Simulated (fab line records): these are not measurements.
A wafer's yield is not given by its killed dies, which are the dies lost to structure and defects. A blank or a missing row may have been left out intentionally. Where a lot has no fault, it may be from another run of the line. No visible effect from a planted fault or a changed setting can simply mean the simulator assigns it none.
fab line records ; flow n5Finfet
record lots=13; wafers=39; lastDay=17
route steps=1938 shown PMOS_HMC_CHANNEL_EPI@66 FIN_SAQP@94
lots with no fault: from the same line, run without faults
startH: hours from the record's first day to the start of the lot's first wafer shown ; waitH: hours since the lot's step before ; " identical to the entry in the row above ; L1.1+2: several wafers, shown together as one row ; - value missing, or start not given ; * or withheld: withheld ; < > ~ a bound
route shown NAME@n: NAME is a module with steps in the file, n the number in the route of the first one ; usual: average and standard deviation across the fault-free wafers ; same: alike in all rows ; chamber/n: place in a boat ; sites: each site's reading ; _std_site: the values' standard deviation ; _edge_site: inner sites' mean taken away from outer sites' mean ; radiusMm: how far each site lies from the wafer's centre ; mask NAME#n: copy n ; behind: the tool/chamber that last shaped the wafer ; hold: cause of the lot's hold/its duration in hours/its outcome ; device: names the non-switching transistor (n, p or np) ; end of line: tests of these same wafers at the route's end ; where a step has no rows: the recipe by itself ; killed: not the wafer's yield, but the dies lost to structure and defects at the first sort ; map: a wafer's dies, x killed, . not, _ none there
set.NAME: setting as actually run; set.NAME@STEP: the setting as run at that earlier step ; model.NAME: the simulator's own value behind a step, which no gauge read
a sample of lots followed through the steps of the route, with each step as a table and each wafer as a row
services: the hour from which a tool's chamber was out of use, counted from the record's first day as startH (under 0 if before that day), plus the number of hours and why
## steps
# step N5_PMOS_HMC_CHANNEL_EPI_OVL_MEAS_10
# recipe pointsPerWafer=44
# usual PMOS_HMC_BLK_OVL=-0.2/0.72
lot.wafer;tool;chamber;startH;waitH;PMOS_HMC_BLK_OVL[nm]
L394.3;overlay-02;0;17.36;0.0;0.5
L394.4;overlay-02;0;17.36;0.0;0.2
L394.5;overlay-02;0;17.36;0.0;0.1
L396.1;overlay-02;0;29.39;0.0;-0.2
L396.4;overlay-02;0;29.39;0.0;0.1
L396.6;overlay-02;0;29.39;0.0;0.6
L397.3;overlay-02;0;35.41;0.0;-1.3
L397.5;overlay-02;0;35.41;0.0;-1.3
L397.6;overlay-02;0;35.41;0.0;-0.7
L398.1;overlay-01;0;41.25;0.0;0.7
L398.2;overlay-01;0;41.25;0.0;0.0
L398.5;overlay-01;0;41.25;0.0;0.2
L400.3;overlay-01;0;53.14;0.0;0.4
L400.4;overlay-01;0;53.14;0.0;0.1
L400.5;overlay-01;0;53.14;0.0;1.5
L403.2;overlay-02;0;72.68;0.0;-1.6
L403.5;overlay-02;0;72.68;0.0;-0.3
L403.6;overlay-02;0;72.68;0.0;0.6
L404.1;overlay-02;0;77.68;0.0;-0.5
L404.3;overlay-02;0;77.68;0.0;-1.3
L404.4;overlay-02;0;77.68;0.0;-0.8
L405.1;overlay-02;0;83.52;0.0;0.1
L405.4;overlay-02;0;83.52;0.0;-0.8
L405.6;overlay-02;0;83.52;0.0;0.1
L406.1;overlay-01;0;89.46;0.0;0.1
L406.3;overlay-01;0;89.46;0.0;0.1
L406.5;overlay-01;0;89.46;0.0;0.0
L407.1;overlay-02;0;97.65;0.0;-0.6
L407.4;overlay-02;0;97.65;0.0;-1.0
L407.5;overlay-02;0;97.65;0.0;0.0
L408.1;overlay-01;0;102.11;0.0;-1.1
L408.3;overlay-01;0;102.11;0.0;-1.9
L408.4;overlay-01;0;102.11;0.0;-0.9
L414.2;overlay-01;0;137.43;0.0;0.2
L414.3;overlay-01;0;137.43;0.0;1.2
L414.5;overlay-01;0;137.43;0.0;1.1
L415.1;overlay-01;0;143.02;0.0;-0.7
L415.3;overlay-01;0;143.02;0.0;0.2
L415.4;overlay-01;0;143.02;0.0;-0.5
# step N5_PMOS_HMC_CHANNEL_EPI_THK_MEAS_22
# recipe reads=SiGe30_of_PMOS_HMC_CHANNEL_EPI_EPI_20
# usual HMC_CMP_THK=54.1/1.1
lot.wafer;tool;chamber;startH;waitH;HMC_CMP_THK[nm]
L394.3;filmMetro-02;-;19.70;-;53.0
L394.4;filmMetro-02;-;19.70;-;54.0
L394.5;filmMetro-02;-;19.70;-;53.6
L396.1;filmMetro-01;-;32.13;-;52.9
L396.4;filmMetro-01;-;32.13;-;53.5
L396.6;filmMetro-01;-;32.13;-;53.6
L397.3;filmMetro-02;-;37.78;-;54.4
L397.5;filmMetro-02;-;37.78;-;53.3
L397.6;filmMetro-02;-;37.78;-;54.5
L398.1;filmMetro-02;-;43.96;-;53.7
L398.2;filmMetro-02;-;43.96;-;52.6
L398.5;filmMetro-02;-;43.96;-;53.5
L400.3;filmMetro-01;-;55.89;-;55.7
L400.4;filmMetro-01;-;55.89;-;52.6
L400.5;filmMetro-01;-;55.89;-;55.0
L403.2;filmMetro-01;-;75.47;-;52.2
L403.5;filmMetro-01;-;75.47;-;54.9
L403.6;filmMetro-01;-;75.47;-;54.8
L404.1;filmMetro-02;-;80.40;-;53.1
L404.3;filmMetro-02;-;80.40;-;54.4
L404.4;filmMetro-02;-;80.40;-;53.7
L405.1;filmMetro-01;-;85.94;-;55.1
L405.4;filmMetro-01;-;85.94;-;52.5
L405.6;filmMetro-01;-;85.94;-;55.3
L406.1;filmMetro-01;-;91.78;-;55.4
L406.3;filmMetro-01;-;91.78;-;54.8
L406.5;filmMetro-01;-;91.78;-;55.0
L407.1;filmMetro-02;-;100.02;-;55.1
L407.4;filmMetro-02;-;100.02;-;54.6
L407.5;filmMetro-02;-;100.02;-;55.0
L408.1;filmMetro-01;-;104.48;-;55.9
L408.3;filmMetro-01;-;104.48;-;52.8
L408.4;filmMetro-01;-;104.48;-;56.5
L414.2;filmMetro-01;-;139.77;-;54.0
L414.3;filmMetro-01;-;139.77;-;54.6
L414.5;filmMetro-01;-;139.77;-;54.5
L415.1;filmMetro-01;-;145.35;-;54.1
L415.3;filmMetro-01;-;145.35;-;53.4
L415.4;filmMetro-01;-;145.35;-;53.4
# step N5_FIN_SAQP_ALD_61
# recipe material=SiO2; targetThkA=40; tempC=300; aldPrecursorFamily=BDEAS; aldCoReactant=O2-plasma; pulseTimeS=1; purgeTimeS=2; coReactantPurgeTimeS=2; aldCycles=43; pressureTorr=2
# usual aldCycles=43/0; heaterPowerW=500/46; precursorPulseHeightRel=1.003/0.022
lot.wafer;tool;chamber;startH;waitH;aldCycles;heaterPowerW;precursorPulseHeightRel
L394.3;aldSin-01;1;20.51;0.0;43;514;1.025
L394.4;aldSin-01;2;20.51;0.0;43;493;0.971
L394.5;aldSin-01;1;20.51;0.0;43;500;1.005
L396.1;aldSin-02;1;32.73;0.0;43;478;1.013
L396.4;aldSin-02;3;32.73;0.0;43;420;0.983
L396.6;aldSin-02;0;32.73;0.0;43;424;0.993
L397.3;aldSin-02;3;38.60;0.0;43;423;0.988
L397.5;aldSin-02;1;38.60;0.0;43;476;0.997
L397.6;aldSin-02;0;38.60;0.0;43;440;1.009
L398.1;aldSin-04;1;44.57;0.0;43;439;0.981
L398.2;aldSin-04;3;44.57;0.0;43;487;0.971
L398.5;aldSin-04;3;44.57;0.0;43;503;0.981
L400.3;aldSin-01;2;56.49;0.0;43;491;1.001
L400.4;aldSin-01;0;56.49;0.0;43;507;1.017
L400.5;aldSin-01;2;56.49;0.0;43;486;0.956
L403.2;aldSin-02;2;76.18;0.0;43;494;1.006
L403.5;aldSin-02;2;76.18;0.0;43;485;0.997
L403.6;aldSin-02;3;76.18;0.0;43;425;0.974
L404.1;aldSin-04;0;81.22;0.2;43;547;1.044
L404.3;aldSin-04;2;81.22;0.2;43;624;1.015
L404.4;aldSin-04;3;81.22;0.2;43;494;1.011
L405.1;aldSin-04;3;86.79;0.0;43;493;0.998
L405.4;aldSin-04;1;86.79;0.0;43;426;1.007
L405.6;aldSin-04;0;86.79;0.0;43;552;1.026
L406.1;aldSin-04;3;92.49;0.0;43;492;1.008
L406.3;aldSin-04;1;92.49;0.0;27;436;0.980
L406.5;aldSin-04;0;92.49;0.0;27;546;1.019
L407.1;aldSin-02;3;103.77;2.9;43;426;1.058
L407.4;aldSin-02;0;103.77;2.9;43;421;0.971
L407.5;aldSin-02;2;103.77;2.9;43;481;0.992
L408.1;aldSin-04;0;106.59;1.4;43;545;0.998
L408.3;aldSin-04;1;106.59;1.4;27;441;1.007
L408.4;aldSin-04;3;106.59;1.4;27;499;1.009
L414.2;aldSin-01;1;140.60;0.0;43;515;0.957
L414.3;aldSin-01;0;140.60;0.0;43;505;1.040
L414.5;aldSin-01;1;140.60;0.0;43;520;0.993
L415.1;aldSin-02;1;146.05;0.0;43;483;1.012
L415.3;aldSin-02;2;146.05;0.0;43;489;0.995
L415.4;aldSin-02;3;146.05;0.0;43;425;0.971
# step N5_FIN_SAQP_HM_DEP_03
# recipe material=SiNx; targetThkA=380; tempC=400; precursor=SiH4/NH3/N2; pressureTorr=1.5; rfW=300; timeS=33.6
# usual heaterPowerW=746/83; showerheadPlenumPTorr=5.14/0.053; throttleValvePct=39.5/1.5
lot.wafer;tool;chamber;startH;waitH;heaterPowerW;showerheadPlenumPTorr;throttleValvePct
L394.3;pecvd-04;2;20.94;0.1;752;5.13;41.0
L394.4;pecvd-04;0;20.94;0.1;803;5.11;39.7
L394.5;pecvd-04;2;20.94;0.1;752;5.12;40.6
L396.1;pecvd-03;2;33.16;0.2;720;5.26;39.3
L396.4;pecvd-03;2;33.16;0.2;703;5.26;39.3
L396.6;pecvd-03;0;33.16;0.2;788;5.11;38.0
L397.3;pecvd-02;0;39.26;0.2;736;5.12;38.2
L397.5;pecvd-02;0;39.26;0.2;747;5.13;38.6
L397.6;pecvd-02;1;39.26;0.2;663;5.15;37.7
L398.1;pecvd-03;2;45.05;0.2;716;5.26;39.3
L398.2;pecvd-03;1;45.05;0.2;637;5.08;42.4
L398.5;pecvd-03;1;45.05;0.2;622;5.08;42.8
L400.3;pecvd-03;1;56.91;0.1;695;5.08;42.7
L400.4;pecvd-03;1;56.91;0.1;711;5.09;42.4
L400.5;pecvd-03;2;56.91;0.1;689;5.27;39.3
L403.2;pecvd-02;2;76.85;0.3;847;5.13;37.7
L403.5;pecvd-02;2;76.85;0.3;822;5.15;37.6
L403.6;pecvd-02;0;76.85;0.3;653;5.12;38.4
L404.1;pecvd-04;0;81.70;0.2;907;5.11;40.0
L404.3;pecvd-04;1;81.70;0.2;738;5.16;39.0
L404.4;pecvd-04;1;81.70;0.2;736;5.15;38.9
L405.1;pecvd-03;0;87.20;0.2;763;5.11;38.5
L405.4;pecvd-03;0;87.20;0.2;777;5.11;38.0
L405.6;pecvd-03;2;87.20;0.2;609;5.25;39.5
L406.1;pecvd-03;0;92.95;0.2;722;5.11;38.3
L406.3;pecvd-03;2;92.95;0.2;625;5.25;39.6
L406.5;pecvd-03;2;92.95;0.2;654;5.26;39.5
L407.1;pecvd-02;2;104.18;0.2;885;5.16;37.4
L407.4;pecvd-02;0;104.18;0.2;742;5.13;38.6
L407.5;pecvd-02;1;104.18;0.2;693;5.17;37.8
L408.1;pecvd-02;1;107.01;0.2;686;5.17;37.9
L408.3;pecvd-02;0;107.01;0.2;749;5.13;38.7
L408.4;pecvd-02;1;107.01;0.2;674;5.16;37.7
L414.2;pecvd-03;2;141.02;0.2;700;5.26;39.8
L414.3;pecvd-03;0;141.02;0.2;785;5.12;38.1
L414.5;pecvd-03;1;141.02;0.2;686;5.08;42.4
L415.1;pecvd-02;0;146.47;0.2;657;5.12;38.5
L415.3;pecvd-02;1;146.47;0.2;808;5.16;37.8
L415.4;pecvd-02;2;146.47;0.2;804;5.14;38.0
## services
tool;chamber;startH;hours;kind
aldSin-02;0;7.75;-;clean
aldSin-02;1;7.75;-;clean
aldSin-02;2;7.75;-;clean
aldSin-02;3;7.75;-;clean
pecvd-02;2;21.22;-;clean
pecvd-02;2;21.22;-;consumableReplace:showerhead
pecvd-02;2;21.22;29.0;scheduledDown
pecvd-02;2;21.22;29.0;ventCycle
pecvd-04;2;24.51;2.1;scheduledDown
pecvd-04;-;31.77;2.8;pm
pecvd-03;1;49.46;2.1;scheduledDown
pecvd-04;0;49.86;11.3;repair
pecvd-03;-;95.85;2.8;pm
aldSin-01;2;96.95;11.7;repair
aldSin-02;-;99.08;3.6;repair
pecvd-04;1;99.31;8.8;repair
pecvd-03;-;112.02;2.0;repair
pecvd-02;1;113.56;5.0;scheduledDown
aldSin-02;-;119.38;2.8;pm
## key
firstSign step=N5_FIN_SAQP_ALD_61; reading=aldCycles; direction=down; sigmas=99+; usual=*; struck=*
effect none on later readings
metAt N5_FIN_SAQP_ALD_61
struckLots L406,L408
struckWafers L406.3,L406.5,L408.3,L408.4
testerLeftOut L406,L408
notActingAt N5_PMOS_HMC_CHANNEL_EPI_OVL_MEAS_10,N5_PMOS_HMC_CHANNEL_EPI_THK_MEAS_22,N5_FIN_SAQP_HM_DEP_03
onsetBetween 86.79 92.49
fault kind=processParameterDrift; tool=aldSin-04; chamber=-; onsetH=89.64; steps=N5_FIN_SAQP_ALD_61; channel=aldCycles; offset=*; shape=step; endH=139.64; scope=struckWafersOnly; actsIn=*; stated=*
# testerLeftOut: of these lots the tester's yield and bins aren't shown, on N5 and GAA mostly nor the transistor test; their killed dies are dies lost to structure and defects alone, not to doping, threshold or leakage, so they don't give the yield
